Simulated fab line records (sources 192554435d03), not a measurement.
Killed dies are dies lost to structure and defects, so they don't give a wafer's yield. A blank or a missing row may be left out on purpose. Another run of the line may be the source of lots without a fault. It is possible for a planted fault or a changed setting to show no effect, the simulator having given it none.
8D (eight disciplines) problem report, filled in by code -- flow n5-finfet -- the parts of the form that need people (team, actions taken, sign-off) are left out

1. PROBLEM STATEMENT
spin-speed-rpm at N5_BEOL_M9_COAT_75 reads a mean of 1452.3 rpm on 9 wafers of 3 lots; wafers without a fault read 1500.3 rpm with a standard deviation of 1. That is -48 standard deviations from the usual mean.
The step: time 60 s, resist thk 5 nm.
Seen first at day 11 17:49 on litho-track-05, wafer L560.2. Wafers with a number at this step in the record: 32, from 12 lots. Rule for "out", or "out of limits": more than 4 standard deviations from the usual mean. Any other wafer with a number is counted as sound.

2. WHAT IT IS; WHAT IT IS NOT
question,is,is not
which readings at this step,spin-speed-rpm,-
which lots,"L560, L561, L562","L553, L556, L557, L558, L570, L571, L572, L574, L575"
which wafers of those lots,all that have a number,-
read on which tools,litho-track-05,"litho-track-02, litho-track-04"
when,from day 11 17:49,"up to then (11 sound wafers); but 12 sound wafers of L570, L571, L572, L574, L575 came after"

3. THE SUSPECTS, EACH WITH WHAT RULES IT OUT
Counting: a tool at a process step up to the reading stays a suspect if it ran every lot that is out and no sound lot after the first of them.
- litho-track-05 at N5_BEOL_M9_COAT_75 (time 60 s, resist thk 5 nm): kept. All lots that are out passed through it, beginning with L560 at day 11 17:49, and no sound lot followed; its final sound lot before that point was L558 at day 11 03:05. Out on those wafers are its own readings of spin-speed-rpm.
Left after counting: litho-track-05 at N5_BEOL_M9_COAT_75.

4. THE CAUSE (what the simulator had put in)
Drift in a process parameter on litho-track-05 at N5_BEOL_M9_COAT_75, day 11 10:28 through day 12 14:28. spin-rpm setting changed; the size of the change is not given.
This tool alone remained once counting was done.

5. THE CHAIN OF EFFECTS, in route order
Rows list readings where the struck wafers' mean (over those with a number) sits beyond 3 standard deviations from the usual. Only readings for which the record gives a usual standard deviation are gone through. hours: the time from each lot's start at the first step in this table that gives one to its start at this step, as a median over the lots. sigmas: the change in usual standard deviations.
hours,step,reading,usual,on struck wafers,change,sigmas
0,N5_BEOL_M9_COAT_75,spin-speed-rpm,1500.3 rpm,1452.3,-48.0,-48
Process steps it contains:
- N5_BEOL_M9_COAT_75: time 60 s, resist thk 5 nm.

6. HOW IT WOULD HAVE BEEN CAUGHT EARLIER
In this record no reading fell out of limits until day 11 17:49, 7 hours after the fault had begun at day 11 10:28.
